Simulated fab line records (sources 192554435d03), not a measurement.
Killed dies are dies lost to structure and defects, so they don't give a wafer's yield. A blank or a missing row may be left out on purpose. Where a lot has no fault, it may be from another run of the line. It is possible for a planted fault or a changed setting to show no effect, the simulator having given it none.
Matching of chambers ; flow n5 finfet ; 3 sister chambers for N5_MOL_CONTACT_COAG_CO_FILL_22 on cvd co-02
The step material Co, precursor CCTBA/H2, target thk 20 nm. 24 wafers are shown with their chamber, then 12 later ones without.

## WAFERS WITH THEIR CHAMBER
wafer;chamber;heater power w (W)
L074.2;1;230
L074.5;2;263
L074.6;1;230
L076.3;0;248
L076.5;2;258
L076.6;0;247
L077.1;1;223
L077.3;2;257
L077.6;1;226
L084.1;0;246
L084.3;1;211
L084.5;1;214
L086.3;0;246
L086.5;2;262
L086.6;0;245
L087.2;1;207
L087.4;0;244
L087.5;2;258
L088.2;2;254
L088.3;0;251
L088.6;0;245
L091.2;1;214
L091.4;0;246
L091.6;2;258

SIGNATURES, as means of the wafers listed above
reading;chamber 0;chamber 1;chamber 2;scatter within a chamber
heater power w;246.44;219.38;258.57;5.58
Rule: for a wafer and a chamber, the distance is found by dividing, reading by reading, the gap between the wafer's reading and the chamber's mean by the reading's scatter, squaring, summing and taking the root. If the next closest chamber is less than 2 further off than the closest, the wafer can't be placed; otherwise it belongs to the closest. The scatter: the root of (the sum of the squares of (reading less its chamber's mean) over the shown wafers, divided by (wafers less chambers)).

## WAFERS WHOSE CHAMBER IS MISSING
wafer;heater power w (W)
L092.2;253
L092.4;247
L092.5;255
L093.2;212
L093.3;254
L093.4;242
L095.4;211
L095.5;247
L095.6;255
L097.1;262
L097.4;216
L097.5;247

## THE CHAMBER EACH PASSED THROUGH
wafer;from the rows above;in truth
L092.2;can't be placed: 2 or 0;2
L092.4;can't be placed: 0 or 2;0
L092.5;can't be placed: 2 or 0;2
L093.2;1;1
L093.3;can't be placed: 2 or 0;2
L093.4;0;0
L095.4;1;1
L095.5;can't be placed: 0 or 2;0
L095.6;can't be placed: 2 or 0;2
L097.1;2;2
L097.4;1;1
L097.5;can't be placed: 0 or 2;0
Placed correctly: 5 of 12. Can't be placed from these rows: 7 (the true chamber is among the candidates in 7). 0 placed wrongly.
